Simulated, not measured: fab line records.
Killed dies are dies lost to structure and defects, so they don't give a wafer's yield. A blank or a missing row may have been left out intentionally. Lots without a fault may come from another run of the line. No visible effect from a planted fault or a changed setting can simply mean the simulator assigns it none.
Split-lot study :: flow n5-finfet :: 39 wafers read across 7 lots, on a route 1938 steps long

THE SPLIT ITSELF
At N5_BEOL_M5_DEP_56 (deposits SiCN from 3MS/NH3, target thk 8 nm, time 14 s), the setting target-thk-a was moved away from the recipe's 80 angstrom on 15 of the 39 wafers read, by -58.8% to -32.5%. For the rest of the wafers, this setting stayed at what the recipe calls for.

The reading is taken at the split's own step.

THE READING
SiCN_of_BEOL_M5_DEP_56.thk-nm (the simulator's own value, which no gauge read), in nm, at N5_BEOL_M5_DEP_56 (deposits SiCN from 3MS/NH3, target thk 8 nm, time 14 s). No usual value for it is given in the file. Here, 24 wafers ran the recipe; their average is 8.0 nm with a standard deviation of 0.19 nm.

wafer: L074.1
tool, chamber at the split: pecvd-02, 2
target-thk-a as run, angstrom: 80
against the recipe: recipe
SiCN_of_BEOL_M5_DEP_56.thk-nm, nm: 7.6
against lot-mates on the recipe: -

wafer: L074.4
tool, chamber at the split: pecvd-02, 2
target-thk-a as run, angstrom: 80
against the recipe: recipe
SiCN_of_BEOL_M5_DEP_56.thk-nm, nm: 7.6
against lot-mates on the recipe: -

wafer: L074.2
tool, chamber at the split: pecvd-02, 1,0
target-thk-a as run, angstrom: 53.66
against the recipe: -32.9%
SiCN_of_BEOL_M5_DEP_56.thk-nm, nm: 5.2
against lot-mates on the recipe: -2.5

wafer: L074.3
tool, chamber at the split: pecvd-02, 1,0
target-thk-a as run, angstrom: 53.66
against the recipe: -32.9%
SiCN_of_BEOL_M5_DEP_56.thk-nm, nm: 5.2
against lot-mates on the recipe: -2.5

wafer: L074.5
tool, chamber at the split: pecvd-02, 0
target-thk-a as run, angstrom: 80
against the recipe: recipe
SiCN_of_BEOL_M5_DEP_56.thk-nm, nm: 8
against lot-mates on the recipe: -

wafer: L074.6
tool, chamber at the split: pecvd-02, 1
target-thk-a as run, angstrom: 53.66
against the recipe: -32.9%
SiCN_of_BEOL_M5_DEP_56.thk-nm, nm: 5.4
against lot-mates on the recipe: -2.3

wafer: L081.1
tool, chamber at the split: pecvd-03, 1,1,0
target-thk-a as run, angstrom: 47.24
against the recipe: -40.9%
SiCN_of_BEOL_M5_DEP_56.thk-nm, nm: 4.8
against lot-mates on the recipe: -3.2

wafer: L081.4
tool, chamber at the split: pecvd-03, 1,1,0
target-thk-a as run, angstrom: 47.24
against the recipe: -40.9%
SiCN_of_BEOL_M5_DEP_56.thk-nm, nm: 4.8
against lot-mates on the recipe: -3.2

wafer: L081.6
tool, chamber at the split: pecvd-03, 1,1,0
target-thk-a as run, angstrom: 47.24
against the recipe: -40.9%
SiCN_of_BEOL_M5_DEP_56.thk-nm, nm: 4.8
against lot-mates on the recipe: -3.2

wafer: L081.2
tool, chamber at the split: pecvd-03, 0
target-thk-a as run, angstrom: 80
against the recipe: recipe
SiCN_of_BEOL_M5_DEP_56.thk-nm, nm: 7.8
against lot-mates on the recipe: -

wafer: L081.3
tool, chamber at the split: pecvd-03, 0
target-thk-a as run, angstrom: 80
against the recipe: recipe
SiCN_of_BEOL_M5_DEP_56.thk-nm, nm: 8
against lot-mates on the recipe: -

wafer: L081.5
tool, chamber at the split: pecvd-03, 1
target-thk-a as run, angstrom: 80
against the recipe: recipe
SiCN_of_BEOL_M5_DEP_56.thk-nm, nm: 8.2
against lot-mates on the recipe: -

wafer: L083.1
tool, chamber at the split: pecvd-03, 0
target-thk-a as run, angstrom: 80
against the recipe: recipe
SiCN_of_BEOL_M5_DEP_56.thk-nm, nm: 7.8
against lot-mates on the recipe: -

wafer: L083.4
tool, chamber at the split: pecvd-03, 0
target-thk-a as run, angstrom: 80
against the recipe: recipe
SiCN_of_BEOL_M5_DEP_56.thk-nm, nm: 8
against lot-mates on the recipe: -

wafer: L083.5
tool, chamber at the split: pecvd-03, 0
target-thk-a as run, angstrom: 80
against the recipe: recipe
SiCN_of_BEOL_M5_DEP_56.thk-nm, nm: 8
against lot-mates on the recipe: -

wafer: L084.1
tool, chamber at the split: pecvd-02, 1,0
target-thk-a as run, angstrom: 32.98
against the recipe: -58.8%
SiCN_of_BEOL_M5_DEP_56.thk-nm, nm: 3.4
against lot-mates on the recipe: -4.7

wafer: L084.3
tool, chamber at the split: pecvd-02, 1,0
target-thk-a as run, angstrom: 32.98
against the recipe: -58.8%
SiCN_of_BEOL_M5_DEP_56.thk-nm, nm: 3.4
against lot-mates on the recipe: -4.7

wafer: L084.2
tool, chamber at the split: pecvd-02, 2,1
target-thk-a as run, angstrom: 80
against the recipe: recipe
SiCN_of_BEOL_M5_DEP_56.thk-nm, nm: 8
against lot-mates on the recipe: -

wafer: L084.4
tool, chamber at the split: pecvd-02, 2,1
target-thk-a as run, angstrom: 80
against the recipe: recipe
SiCN_of_BEOL_M5_DEP_56.thk-nm, nm: 8
against lot-mates on the recipe: -

wafer: L084.5
tool, chamber at the split: pecvd-02, 2
target-thk-a as run, angstrom: 32.98
against the recipe: -58.8%
SiCN_of_BEOL_M5_DEP_56.thk-nm, nm: 3.2
against lot-mates on the recipe: -4.9

wafer: L084.6
tool, chamber at the split: pecvd-02, 0
target-thk-a as run, angstrom: 80
against the recipe: recipe
SiCN_of_BEOL_M5_DEP_56.thk-nm, nm: 8.2
against lot-mates on the recipe: -

wafer: L085.1
tool, chamber at the split: pecvd-01, 2,2,1,1
target-thk-a as run, angstrom: 80
against the recipe: recipe
SiCN_of_BEOL_M5_DEP_56.thk-nm, nm: 8.2
against lot-mates on the recipe: -

wafer: L085.3
tool, chamber at the split: pecvd-01, 2,2,1,1
target-thk-a as run, angstrom: 80
against the recipe: recipe
SiCN_of_BEOL_M5_DEP_56.thk-nm, nm: 8.2
against lot-mates on the recipe: -

wafer: L085.4
tool, chamber at the split: pecvd-01, 2,2,1,1
target-thk-a as run, angstrom: 80
against the recipe: recipe
SiCN_of_BEOL_M5_DEP_56.thk-nm, nm: 8.2
against lot-mates on the recipe: -

wafer: L085.5
tool, chamber at the split: pecvd-01, 2,2,1,1
target-thk-a as run, angstrom: 80
against the recipe: recipe
SiCN_of_BEOL_M5_DEP_56.thk-nm, nm: 8.2
against lot-mates on the recipe: -

wafer: L085.2
tool, chamber at the split: pecvd-01, 1
target-thk-a as run, angstrom: 80
against the recipe: recipe
SiCN_of_BEOL_M5_DEP_56.thk-nm, nm: 8
against lot-mates on the recipe: -

wafer: L085.6
tool, chamber at the split: pecvd-01, 2
target-thk-a as run, angstrom: 80
against the recipe: recipe
SiCN_of_BEOL_M5_DEP_56.thk-nm, nm: 8.4
against lot-mates on the recipe: -

wafer: L088.1
tool, chamber at the split: pecvd-03, 1,2
target-thk-a as run, angstrom: 80
against the recipe: recipe
SiCN_of_BEOL_M5_DEP_56.thk-nm, nm: 8.2
against lot-mates on the recipe: -

wafer: L088.5
tool, chamber at the split: pecvd-03, 1,2
target-thk-a as run, angstrom: 80
against the recipe: recipe
SiCN_of_BEOL_M5_DEP_56.thk-nm, nm: 8.2
against lot-mates on the recipe: -

wafer: L088.2
tool, chamber at the split: pecvd-03, 2
target-thk-a as run, angstrom: 80
against the recipe: recipe
SiCN_of_BEOL_M5_DEP_56.thk-nm, nm: 8
against lot-mates on the recipe: -

wafer: L088.3
tool, chamber at the split: pecvd-03, 2
target-thk-a as run, angstrom: 53.97
against the recipe: -32.5%
SiCN_of_BEOL_M5_DEP_56.thk-nm, nm: 5.8
against lot-mates on the recipe: -2.3

wafer: L088.4
tool, chamber at the split: pecvd-03, 1
target-thk-a as run, angstrom: 53.97
against the recipe: -32.5%
SiCN_of_BEOL_M5_DEP_56.thk-nm, nm: 5.6
against lot-mates on the recipe: -2.5

wafer: L088.6
tool, chamber at the split: pecvd-03, 1
target-thk-a as run, angstrom: 53.97
against the recipe: -32.5%
SiCN_of_BEOL_M5_DEP_56.thk-nm, nm: 5.6
against lot-mates on the recipe: -2.5

wafer: L091.1
tool, chamber at the split: pecvd-03, 0
target-thk-a as run, angstrom: 80
against the recipe: recipe
SiCN_of_BEOL_M5_DEP_56.thk-nm, nm: 7.8
against lot-mates on the recipe: -

wafer: L091.2
tool, chamber at the split: pecvd-03, 2
target-thk-a as run, angstrom: 41.64
against the recipe: -48.0%
SiCN_of_BEOL_M5_DEP_56.thk-nm, nm: 4.4
against lot-mates on the recipe: -3.5

wafer: L091.3
tool, chamber at the split: pecvd-03, 1
target-thk-a as run, angstrom: 80
against the recipe: recipe
SiCN_of_BEOL_M5_DEP_56.thk-nm, nm: 8
against lot-mates on the recipe: -

wafer: L091.5
tool, chamber at the split: pecvd-03, 1
target-thk-a as run, angstrom: 80
against the recipe: recipe
SiCN_of_BEOL_M5_DEP_56.thk-nm, nm: 8
against lot-mates on the recipe: -

wafer: L091.4
tool, chamber at the split: pecvd-03, 2
target-thk-a as run, angstrom: 41.64
against the recipe: -48.0%
SiCN_of_BEOL_M5_DEP_56.thk-nm, nm: 4.2
against lot-mates on the recipe: -3.7

wafer: L091.6
tool, chamber at the split: pecvd-03, 0
target-thk-a as run, angstrom: 41.64
against the recipe: -48.0%
SiCN_of_BEOL_M5_DEP_56.thk-nm, nm: 4
against lot-mates on the recipe: -3.9
Rows listing several chambers each stand for several wafers; the file does not say which wafer went through which chamber.

FIT RESULTS
A straight line over all 39 wafers: SiCN_of_BEOL_M5_DEP_56.thk-nm changes by +0.0794 nm for each +1% of target-thk-a; r = +0.99; the points scatter about the line by 0.19 nm.
The same after taking each lot's own level away (the mean of its wafers on the recipe; 39 wafers): +0.0786 nm for each +1%; r = +1.00; scatter 0.13 nm.
On that fit, the largest move of target-thk-a shifts the reading by 4.6 nm.
Across the lots, their own levels run from 7.73 to 8.20 nm, a range of 2.4 times the standard deviation given above.
Hence the lot-to-lot level has little effect on the slope; both slopes agree.
Check: with one of the wafers moved furthest among these (-58.8%) left out of the fit, the line predicts -4.6 nm for it against its lot-mates. It came out at -4.67 nm against them.

OTHER SPLITS ON THESE WAFERS
Other splits were also applied to these wafers ahead of the reading. Each is held against what the fit with the lots' levels taken away leaves over:
other split on the same wafers: N5_FIN_SAQP_DEVELOP_15 develop-time-s
wafers away from the commonest value: 18
r with SiCN_of_BEOL_M5_DEP_56.thk-nm (lot level and that fit taken away): -0.17

other split on the same wafers: N5_SD_EPI_N_DEVELOP_08 develop-time-s
wafers away from the commonest value: 9
r with SiCN_of_BEOL_M5_DEP_56.thk-nm (lot level and that fit taken away): +0.11

other split on the same wafers: N5_BEOL_M1_TRENCH_ETCH_37 time-s
wafers away from the commonest value: 9
r with SiCN_of_BEOL_M5_DEP_56.thk-nm (lot level and that fit taken away): -0.07

other split on the same wafers: N5_BEOL_M2_ETCH_64 time-s
wafers away from the commonest value: 18
r with SiCN_of_BEOL_M5_DEP_56.thk-nm (lot level and that fit taken away): -0.10

FILE'S OWN FIT
SiCN_of_BEOL_M5_DEP_56.thk-nm changes by +0.0783 nm for each +1% of target-thk-a, r = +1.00.
